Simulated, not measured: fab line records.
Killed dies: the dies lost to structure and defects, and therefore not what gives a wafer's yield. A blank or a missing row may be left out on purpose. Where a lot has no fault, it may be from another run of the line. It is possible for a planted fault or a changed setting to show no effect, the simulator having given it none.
Which tool was responsible? ; flow nand-harc ; Sampling: 13 lots, 39 wafers, 5 of 1302 route steps

WHAT EACH GAUGE READ, for each wafer
NHARC_P_ZERO_WELL_CD_MEAS_37: the cd target is 720 nm. Usual: cd-nm 720.1 nm, standard deviation 1.5.
lot;measured;on;cd-nm (nm);flag
L483;day 2 00:49;cd-sem-02;721.6 718.2 720.5;
L484;day 2 10:08;cd-sem-02;721.2 720.7 722.0;
L486;day 3 05:59;cd-sem-01;722.7 719.7 723.9;
L487;day 3 16:05;cd-sem-03;719.3 718.7 718.4;
L488;day 4 03:20;cd-sem-03;721.8 718.9 721.6;
L489;day 4 12:44;cd-sem-02;720.4 720.6 720.2;
L490;day 5 02:10;cd-sem-03;721.1 721.6 720.6;
L491;day 5 08:32;cd-sem-02;738.7 739.6 738.9;OFF
L498;day 8 05:58;cd-sem-03;721.1 720.7 718.5;
L502;day 9 21:58;cd-sem-01;721.2 721.5 721.3;
L503;day 10 08:46;cd-sem-01;718.4 719.5 717.6;
L504;day 10 18:05;cd-sem-02;720.1 719.2 720.6;
L506;day 11 14:20;cd-sem-02;719.2 716.8 719.4;

NHARC_P_ZERO_WELL_CD_MEAS_52: the cd target is 2000 nm. Usual: cd-nm 2000.1 nm, standard deviation 1.9.
lot;measured;on;cd-nm (nm);flag
L483;day 2 02:28;cd-sem-02;2003.1 2002.3 2000.4;
L484;day 2 11:38;cd-sem-03;1998.3 1999.0 2000.9;
L486;day 3 07:29;cd-sem-03;2001.5 1999.4 2002.8;
L487;day 3 17:36;cd-sem-03;2002.8 2001.7 2003.3;
L488;day 4 04:50;cd-sem-01;2001.1 1999.4 2001.2;
L489;day 4 14:25;cd-sem-02;1998.9 1995.3 1998.2;
L490;day 5 03:53;cd-sem-03;2001.6 1998.8 1998.2;
L491;day 5 10:10;cd-sem-03;2001.8 2001.4 1998.9;
L498;day 8 07:45;cd-sem-03;2003.6 2001.7 2001.1;
L502;day 9 23:37;cd-sem-02;1997.5 1997.3 1999.0;
L503;day 10 10:17;cd-sem-02;1999.7 2000.1 1998.1;
L504;day 10 20:16;cd-sem-02;2002.2 2000.6 1999.8;
L506;day 11 16:01;cd-sem-03;2001.8 2002.0 1999.4;

NHARC_P_STI_OVL_MEAS_10. Usual: overlay-x-nm 2 nm, standard deviation 4.7; overlay-y-nm 0 nm, standard deviation 6.4.
lot;measured;on;overlay-x-nm (nm);overlay-y-nm (nm);flag
L483;day 2 23:07;overlay-02;6 6 6;4 4 4;
L484;day 3 08:25;overlay-02;-1 -1 -1;3 3 3;
L486;day 4 00:06;overlay-01;2 3 2;16 16 16;
L487;day 4 13:38;overlay-01;-1 -1 0;-6 -6 -6;
L488;day 4 21:16;overlay-01;8 8 8;8 7 8;
L489;day 5 09:25;overlay-02;-4 -4 -4;-2 -2 -2;
L490;day 5 21:04;overlay-01;-2 -3 -2;-2 -3 -2;
L491;day 6 04:38;overlay-02;5 5 5;-1 0 0;
L498;day 9 10:46;overlay-01;8 8 8;-7 -8 -8;
L502;day 10 23:26;overlay-02;-5 -6 -6;7 7 7;
L503;day 11 06:37;overlay-02;2 3 3;1 1 1;
L504;day 11 14:13;overlay-02;-8 -8 -8;-10 -10 -11;
L506;day 12 12:15;overlay-02;5 5 5;-5 -5 -5;

NHARC_P_STI_INSPECT_11. Usual: raw-defect-count 6, standard deviation 3.2.
lot;measured;on;raw-defect-count;flag
L483;day 2 23:10;defect-inspect-02;4 2 10;
L484;day 3 08:27;defect-inspect-01;4 3 9;
L486;day 4 00:08;defect-inspect-02;6 7 2;
L487;day 4 13:40;defect-inspect-02;3 9 3;
L488;day 4 21:18;defect-inspect-02;13 9 9;
L489;day 5 09:28;defect-inspect-01;4 14 5;
L490;day 5 21:07;defect-inspect-02;1 4 5;
L491;day 6 04:41;defect-inspect-02;5 5 6;
L498;day 9 10:48;defect-inspect-01;8 5 3;
L502;day 10 23:29;defect-inspect-02;8 4 4;
L503;day 11 06:40;defect-inspect-01;6 3 4;
L504;day 11 14:15;defect-inspect-01;4 8 4;
L506;day 12 12:17;defect-inspect-01;9 9 10;

TOOL THAT RAN EACH LOT (tool first, then ch and the chambers of the sampled wafers, then the start)
lot;NHARC_P_ZERO_WELL_EXPOSE_34
L483;krf-scanner-02 ch 0, day 2 00:40
L484;krf-scanner-01 ch 0, day 2 09:59
L486;krf-scanner-02 ch 0, day 3 05:50
L487;krf-scanner-01 ch 0, day 3 15:56
L488;krf-scanner-02 ch 0, day 4 03:11
L489;krf-scanner-02 ch 0, day 4 12:35
L490;krf-scanner-02 ch 0, day 5 02:00
L491;krf-scanner-01 ch 0, day 5 08:23
L498;krf-scanner-01 ch 0, day 8 05:49
L502;krf-scanner-01 ch 0, day 9 21:49
L503;krf-scanner-02 ch 0, day 10 08:37
L504;krf-scanner-01 ch 0, day 10 17:56
L506;krf-scanner-01 ch 0, day 11 14:11
- NHARC_P_ZERO_WELL_EXPOSE_34: exposes mask P PWELL, target cd 720 nm.

AS READ BY THE TOOLS THEMSELVES (means over the sampled wafers that have a number; for cases with no such wafer, the mark the record gives instead)
NHARC_P_ZERO_WELL_EXPOSE_34. Usual: focus-offset-nm 0.0 nm, standard deviation 0.49.
lot;tool;focus-offset-nm (nm);flag
L483;krf-scanner-02;0.6;
L484;krf-scanner-01;0.2;
L486;krf-scanner-02;-0.1;
L487;krf-scanner-01;0.2;
L488;krf-scanner-02;-0.4;
L489;krf-scanner-02;0.2;
L490;krf-scanner-02;-0.1;
L491;krf-scanner-01;0.5;
L498;krf-scanner-01;0.0;
L502;krf-scanner-01;-0.1;
L503;krf-scanner-02;0.2;
L504;krf-scanner-01;-0.4;
L506;krf-scanner-01;-0.9;

THE ANSWER, worked out from the rows above alone
Rule: a lot counts as off when the mean over its wafers that have a number is more than 3 standard deviations away from the usual mean. Also off: a lot with no number at a reading for which 4 or more lots have one. Any other lot the step has rows for is counted as sound. The gauges are gone through in route order, then the tools' own readings, and for those a lot's mean is taken as printed above. The first step at which some lot is off is used, and at that step the reading that is off furthest; a lot without a number counts as furthest.
Off: L491 (NHARC_P_ZERO_WELL_CD_MEAS_37, cd-nm).
If a tool, at a process step before that reading, ran all the lots that are off and no sound lot after the first of them, it fits. The gauges at NHARC_P_ZERO_WELL_CD_MEAS_37 are tried like those tools. Not one of the candidates tried fits.

WHAT WAS PUT IN BY THE SIMULATOR
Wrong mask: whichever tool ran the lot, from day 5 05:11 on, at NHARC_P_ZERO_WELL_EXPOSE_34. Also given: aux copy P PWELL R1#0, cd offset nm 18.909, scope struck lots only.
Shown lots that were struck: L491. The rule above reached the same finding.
